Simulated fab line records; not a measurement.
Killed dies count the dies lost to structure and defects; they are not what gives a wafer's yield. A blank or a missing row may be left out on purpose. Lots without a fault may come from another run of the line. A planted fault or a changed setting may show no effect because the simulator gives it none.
Lot-split experiment / flow n5_finfet / 21 wafers read across 7 lots, on a route 1938 steps long

== THE SPLIT ==
At N5_BEOL_M13_COAT_04 (resist thk 400 nm), the setting spin_rpm was moved away from the recipe's 1625 rpm on 10 of the 21 wafers read, by -7.2% to +10.8%. This setting was run at the recipe's value on the other wafers.

== FROM THE SPLIT TO THE READING: what the file shows between them, 3 steps ==
- N5_BEOL_M13_EBR_06
- N5_BEOL_M13_SOFTBAKE_05: time 60 s
- N5_BEOL_M13_DESCUM_15: chemistry O2, time 7.9 s

== THE READING ==
coat_of_BEOL_M13_COAT_04.thk_nm (the simulator's own value, which no gauge read), in nm, at N5_BEOL_M13_ETCH_59 (etches BARC in N2/H2, target depth 89 nm, overetch 26.7 nm, time 67.9 s). The file gives no usual value for it. Average 318.4 nm, standard deviation 1.4 nm, over the 11 wafers here run with the recipe.

wafer=L075.3; tool, chamber at the split=litho_track-02, 0; spin_rpm as run, rpm=1538; against the recipe=-5.4%; coat_of_BEOL_M13_COAT_04.thk_nm, nm=330.8; against lot-mates on the recipe=+10.8
wafer=L075.4; tool, chamber at the split=litho_track-02, 0; spin_rpm as run, rpm=1538; against the recipe=-5.4%; coat_of_BEOL_M13_COAT_04.thk_nm, nm=332.6; against lot-mates on the recipe=+12.6
wafer=L075.6; tool, chamber at the split=litho_track-02, 0; spin_rpm as run, rpm=1625; against the recipe=recipe; coat_of_BEOL_M13_COAT_04.thk_nm, nm=320; against lot-mates on the recipe=-
wafer=L074.2; tool, chamber at the split=litho_track-05, 0; spin_rpm as run, rpm=1678; against the recipe=+3.3%; coat_of_BEOL_M13_COAT_04.thk_nm, nm=307.6; against lot-mates on the recipe=no lot-mate on the recipe
wafer=L074.3; tool, chamber at the split=litho_track-05, 0; spin_rpm as run, rpm=1678; against the recipe=+3.3%; coat_of_BEOL_M13_COAT_04.thk_nm, nm=312.6; against lot-mates on the recipe=no lot-mate on the recipe
wafer=L074.6; tool, chamber at the split=litho_track-05, 0; spin_rpm as run, rpm=1678; against the recipe=+3.3%; coat_of_BEOL_M13_COAT_04.thk_nm, nm=308.8; against lot-mates on the recipe=no lot-mate on the recipe
wafer=L083.3; tool, chamber at the split=litho_track-05, 0; spin_rpm as run, rpm=1508; against the recipe=-7.2%; coat_of_BEOL_M13_COAT_04.thk_nm, nm=331.2; against lot-mates on the recipe=+13.0
wafer=L083.4; tool, chamber at the split=litho_track-05, 0; spin_rpm as run, rpm=1625; against the recipe=recipe; coat_of_BEOL_M13_COAT_04.thk_nm, nm=318.2; against lot-mates on the recipe=-
wafer=L083.5; tool, chamber at the split=litho_track-05, 0; spin_rpm as run, rpm=1508; against the recipe=-7.2%; coat_of_BEOL_M13_COAT_04.thk_nm, nm=332.2; against lot-mates on the recipe=+14.0
wafer=L087.4; tool, chamber at the split=litho_track-02, 0; spin_rpm as run, rpm=1625; against the recipe=recipe; coat_of_BEOL_M13_COAT_04.thk_nm, nm=316.8; against lot-mates on the recipe=-
wafer=L087.5; tool, chamber at the split=litho_track-02, 0; spin_rpm as run, rpm=1517; against the recipe=-6.6%; coat_of_BEOL_M13_COAT_04.thk_nm, nm=330; against lot-mates on the recipe=+13.1
wafer=L087.6; tool, chamber at the split=litho_track-02, 0; spin_rpm as run, rpm=1625; against the recipe=recipe; coat_of_BEOL_M13_COAT_04.thk_nm, nm=317; against lot-mates on the recipe=-
wafer=L086.1; tool, chamber at the split=litho_track-02, 0; spin_rpm as run, rpm=1625; against the recipe=recipe; coat_of_BEOL_M13_COAT_04.thk_nm, nm=320.6; against lot-mates on the recipe=-
wafer=L086.2; tool, chamber at the split=litho_track-02, 0; spin_rpm as run, rpm=1625; against the recipe=recipe; coat_of_BEOL_M13_COAT_04.thk_nm, nm=320.4; against lot-mates on the recipe=-
wafer=L086.4; tool, chamber at the split=litho_track-02, 0; spin_rpm as run, rpm=1625; against the recipe=recipe; coat_of_BEOL_M13_COAT_04.thk_nm, nm=317.8; against lot-mates on the recipe=-
wafer=L091.2; tool, chamber at the split=litho_track-02, 0; spin_rpm as run, rpm=1801; against the recipe=+10.8%; coat_of_BEOL_M13_COAT_04.thk_nm, nm=300.8; against lot-mates on the recipe=-18.0
wafer=L091.3; tool, chamber at the split=litho_track-02, 0; spin_rpm as run, rpm=1625; against the recipe=recipe; coat_of_BEOL_M13_COAT_04.thk_nm, nm=318.8; against lot-mates on the recipe=-
wafer=L091.5; tool, chamber at the split=litho_track-02, 0; spin_rpm as run, rpm=1801; against the recipe=+10.8%; coat_of_BEOL_M13_COAT_04.thk_nm, nm=298.8; against lot-mates on the recipe=-20.0
wafer=L093.3; tool, chamber at the split=litho_track-02, 0; spin_rpm as run, rpm=1625; against the recipe=recipe; coat_of_BEOL_M13_COAT_04.thk_nm, nm=316.8; against lot-mates on the recipe=-
wafer=L093.5; tool, chamber at the split=litho_track-02, 0; spin_rpm as run, rpm=1625; against the recipe=recipe; coat_of_BEOL_M13_COAT_04.thk_nm, nm=319.4; against lot-mates on the recipe=-
wafer=L093.6; tool, chamber at the split=litho_track-02, 0; spin_rpm as run, rpm=1625; against the recipe=recipe; coat_of_BEOL_M13_COAT_04.thk_nm, nm=317; against lot-mates on the recipe=-

THE FIT
A straight line over all 21 wafers: coat_of_BEOL_M13_COAT_04.thk_nm changes by -1.91 nm for each +1% of spin_rpm; r = -0.98; the points scatter about the line by 2.1 nm.
The same after taking each lot's own level away (the mean of its wafers on the recipe; 18 wafers): -1.85 nm for each +1%; r = -0.99; scatter 1.1 nm.
That fit puts the effect of the largest move of spin_rpm on the reading at 20 nm.
From 316.90 to 320.00 nm: that is the span of the lots' own levels, equal to 2.2 times the standard deviation above.
Consequently the slope shifts little with the lot-to-lot level, the two slopes agreeing.
Check: -20.6 nm against its lot-mates is what the line predicts for one of the wafers moved furthest among these (+10.8%) when that wafer is left out of the fit. Against them it came out at -18 nm.

== THE WHOLE CHAIN: every reading that the file lists as answering this split, in the file's order ==
step=N5_BEOL_M13_COAT_04; what it does=resist thk 400 nm; reading=coat_of_BEOL_M13_COAT_04.thk_nm (the simulator's own value, which no gauge read); change (the file's fit)=-1.98 nm for each +1% of the setting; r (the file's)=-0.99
step=N5_BEOL_M13_ETCH_59; what it does=etches BARC in N2/H2, target depth 89 nm, overetch 26.7 nm, time 67.9 s; reading=coat_of_BEOL_M13_COAT_04.thk_nm (the simulator's own value, which no gauge read); change (the file's fit)=-1.87 nm for each +1% of the setting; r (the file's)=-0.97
step=N5_BEOL_M13_VIA_ETCH_16; what it does=etches SiOC in C4F8/O2/Ar, target depth 921.7 nm; reading=coat_of_BEOL_M13_COAT_04.thk_nm (the simulator's own value, which no gauge read); change (the file's fit)=-2.14 nm for each +1% of the setting, in a fit together with time_s@BEOL_M13_ILD_DEP_00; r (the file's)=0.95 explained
step=N5_BEOL_M13_STRIP_63; what it does=strips in N2/H2; reading=strip_time_to_endpoint_s; change (the file's fit)=withheld for each +1% of the setting, in a fit together with time_s@BEOL_M13_ILD_DEP_00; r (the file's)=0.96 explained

== THE FILE'S OWN FIT ==
coat_of_BEOL_M13_COAT_04.thk_nm changes by -1.87 nm for each +1% of spin_rpm, r = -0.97.
